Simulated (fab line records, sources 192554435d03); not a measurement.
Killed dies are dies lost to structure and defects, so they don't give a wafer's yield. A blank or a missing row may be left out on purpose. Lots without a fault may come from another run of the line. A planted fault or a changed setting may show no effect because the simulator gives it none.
Which tool did it? | flow n5_finfet | 10 lots, 29 wafers sampled, at 5 steps of a route of 1938

WHAT THE GAUGES READ, wafer by wafer
N5_BEOL_M6_INSPECT_30: inspects for defects (brightfield). Usual: raw_defect_count 439, standard deviation 84.
lot  | measured     | on                | raw_defect_count | flag
L187 | day 10 00:33 | defect_inspect-02 | 364 366 471      |
L191 | day 10 20:06 | defect_inspect-01 | 411 489 342      |
L193 | day 11 00:40 | defect_inspect-01 | 571 535 514      |
L192 | day 11 04:37 | defect_inspect-01 | 480 551 407      |
L194 | day 11 11:03 | defect_inspect-02 | 531 317 578      |
L199 | day 12 15:06 | defect_inspect-02 | 417 467 523      |
L200 | day 13 06:21 | defect_inspect-01 | 345 300 1361     |
L205 | day 14 20:17 | defect_inspect-02 | 549 280 416      |
L206 | day 14 20:05 | defect_inspect-01 | 374 305          |
L207 | day 15 04:50 | defect_inspect-02 | 471 556 369      |

WHICH TOOL RAN EACH LOT (tool, then ch and the chambers of the sampled wafers, then the start)
lot  | N5_BEOL_M5_ANNEAL_89         | N5_BEOL_M5_SPUTTER_90        | N5_BEOL_M6_HM_DEP_02         | N5_BEOL_M6_ETCH_61
L187 | pvd_sputter-01, day 9 14:46  | pvd_sputter-01, day 9 15:46  | pvd_sputter-02, day 9 20:28  | rie_diel-01 ch 1,2, day 9 20:58
L191 | pvd_sputter-03, day 10 11:40 | pvd_sputter-03, day 10 12:41 | pvd_sputter-01, day 10 16:25 | rie_diel-01 ch 0,2, day 10 17:38
L193 | pvd_sputter-03, day 10 18:53 | pvd_sputter-03, day 10 19:53 | pvd_sputter-03, day 10 22:25 | rie_diel-03 ch 0,2,3, day 10 23:41
L192 | pvd_sputter-02, day 10 20:58 | pvd_sputter-02, day 10 21:58 | pvd_sputter-01, day 11 00:55 | rie_diel-01 ch 1,2, day 11 01:45
L194 | pvd_sputter-03, day 11 04:32 | pvd_sputter-03, day 11 05:32 | pvd_sputter-03, day 11 08:28 | rie_diel-03 ch 1,3, day 11 09:44
L199 | pvd_sputter-02, day 12 07:47 | pvd_sputter-02, day 12 08:47 | pvd_sputter-01, day 12 13:08 | rie_diel-03 ch 1,2, day 12 13:45
L200 | pvd_sputter-01, day 13 00:53 | pvd_sputter-01, day 13 01:53 | pvd_sputter-01, day 13 04:28 | rie_diel-01 ch 0,1,2, day 13 05:09
L205 | pvd_sputter-02, day 14 10:43 | pvd_sputter-02, day 14 11:44 | pvd_sputter-03, day 14 15:28 | rie_diel-06 ch 0,2,3, day 14 16:31
L206 | pvd_sputter-01, day 14 10:56 | pvd_sputter-01, day 14 11:28 | pvd_sputter-02, day 14 15:12 | rie_diel-06 ch 0,2, day 14 15:54
L207 | pvd_sputter-01, day 14 20:20 | pvd_sputter-01, day 14 21:21 | pvd_sputter-02, day 15 00:52 | rie_diel-03 ch 0,1,3, day 15 01:31
- N5_BEOL_M5_ANNEAL_89: time 1800 s.
- N5_BEOL_M5_SPUTTER_90: material Cu, target thk 4.5 nm, time 8.29 s.
- N5_BEOL_M6_HM_DEP_02: deposits TiN, target thk 20 nm.
- N5_BEOL_M6_ETCH_61: etches SiARC in CF4, target depth 45.5 nm, time 75.8 s.

WHAT THE TOOLS THEMSELVES READ (means of the sampled wafers that have a number; where no wafer has one, the mark that the record gives instead)
N5_BEOL_M5_ANNEAL_89. Usual: heater_power_w 821 W, standard deviation 100.
lot  | tool           | heater_power_w (W) | flag
L187 | pvd_sputter-01 | 812                |
L191 | pvd_sputter-03 | 770                |
L193 | pvd_sputter-03 | 772                |
L192 | pvd_sputter-02 | 735                |
L194 | pvd_sputter-03 | 790                |
L199 | pvd_sputter-02 | 855                |
L200 | pvd_sputter-01 | 805                |
L205 | pvd_sputter-02 | 756                |
L206 | pvd_sputter-01 | 837                |
L207 | pvd_sputter-01 | 826                |

N5_BEOL_M5_SPUTTER_90. Usual: throttle_valve_pct 30.4 %, standard deviation 1.3.
lot  | tool           | throttle_valve_pct (%) | flag
L187 | pvd_sputter-01 | 30.7                   |
L191 | pvd_sputter-03 | 30.8                   |
L193 | pvd_sputter-03 | 30.6                   |
L192 | pvd_sputter-02 | 30.2                   |
L194 | pvd_sputter-03 | 30.6                   |
L199 | pvd_sputter-02 | 30.6                   |
L200 | pvd_sputter-01 | 30.2                   |
L205 | pvd_sputter-02 | 30.0                   |
L206 | pvd_sputter-01 | 29.8                   |
L207 | pvd_sputter-01 | 30.6                   |

N5_BEOL_M6_HM_DEP_02. Usual: throttle_valve_pct 30.4 %, standard deviation 1.4.
lot  | tool           | throttle_valve_pct (%) | flag
L187 | pvd_sputter-02 | 29.4                   |
L191 | pvd_sputter-01 | 30.0                   |
L193 | pvd_sputter-03 | 29.8                   |
L192 | pvd_sputter-01 | 30.6                   |
L194 | pvd_sputter-03 | 29.8                   |
L199 | pvd_sputter-01 | 31.1                   |
L200 | pvd_sputter-01 | 30.9                   |
L205 | pvd_sputter-03 | 28.7                   |
L206 | pvd_sputter-02 | 30.5                   |
L207 | pvd_sputter-02 | 30.0                   |

N5_BEOL_M6_ETCH_61. Usual: drypump_motor_current_A 5.8 A, standard deviation 0.52; etch_rf_on_time_s 75.1 s, standard deviation 2.1; mfc_ar_sccm 100.1 sccm, standard deviation 0.3; oes_product_au 0.70 a.u., standard deviation 0.08; rf_vpp_V 184.7 V, standard deviation 1.2; showerhead_plenum_p_Torr 2.19 Torr, standard deviation 0.066; throttle_valve_pct 15.50 %, standard deviation 0.2.
lot  | tool        | drypump_motor_current_A (A) | etch_rf_on_time_s (s) | mfc_ar_sccm (sccm) | oes_product_au (a.u.) | rf_vpp_V (V) | showerhead_plenum_p_Torr (Torr) | throttle_valve_pct (%) | flag
L187 | rie_diel-01 | 5.4                         | 73.0                  | 100.1              | 0.68                  | 183.7        | 2.19                            | 15.50                  |
L191 | rie_diel-01 | 6.0                         | 75.4                  | 99.9               | 0.66                  | 185.1        | 2.23                            | 15.48                  |
L193 | rie_diel-03 | 5.4                         | 74.8                  | 100.2              | 0.70                  | 184.1        | 2.13                            | 15.60                  |
L192 | rie_diel-01 | 5.4                         | 72.5                  | 99.7               | 0.76                  | 184.8        | 2.27                            | 15.37                  |
L194 | rie_diel-03 | 5.6                         | 73.1                  | 99.9               | 0.63                  | 184.6        | 2.15                            | 15.70                  |
L199 | rie_diel-03 | 5.2                         | 73.5                  | 100.2              | 0.65                  | 185.5        | 2.17                            | 15.84                  |
L200 | rie_diel-01 | 5.8                         | 75.3                  | 99.9               | 0.70                  | 186.0        | 2.25                            | 15.42                  |
L205 | rie_diel-06 | 5.8                         | 76.2                  | 99.8               | 0.77                  | 184.0        | 2.18                            | 15.35                  |
L206 | rie_diel-06 | 6.0                         | 75.6                  | 100.3              | 0.79                  | 184.2        | 2.15                            | 15.29                  |
L207 | rie_diel-03 | 5.6                         | 74.8                  | 100.6              | 0.64                  | 184.9        | 2.13                            | 15.63                  |

THE ANSWER, worked out from the rows above alone
Rule: a lot is off if the mean of its wafers that have a number lies more than 3 standard deviations from the usual mean. A lot without any number at a reading at which 4 lots or more have one is off too. The other lots that the step has rows for count as sound. The gauges are gone through in route order, then the tools' own readings, and for those a lot's mean is taken as printed above. The first step at which some lot is off is used, and at that step the reading that is off furthest; a lot without a number counts as furthest.
No lot is off at any reading shown: from this, nothing can be told.

WHAT THE SIMULATOR HAD PUT IN
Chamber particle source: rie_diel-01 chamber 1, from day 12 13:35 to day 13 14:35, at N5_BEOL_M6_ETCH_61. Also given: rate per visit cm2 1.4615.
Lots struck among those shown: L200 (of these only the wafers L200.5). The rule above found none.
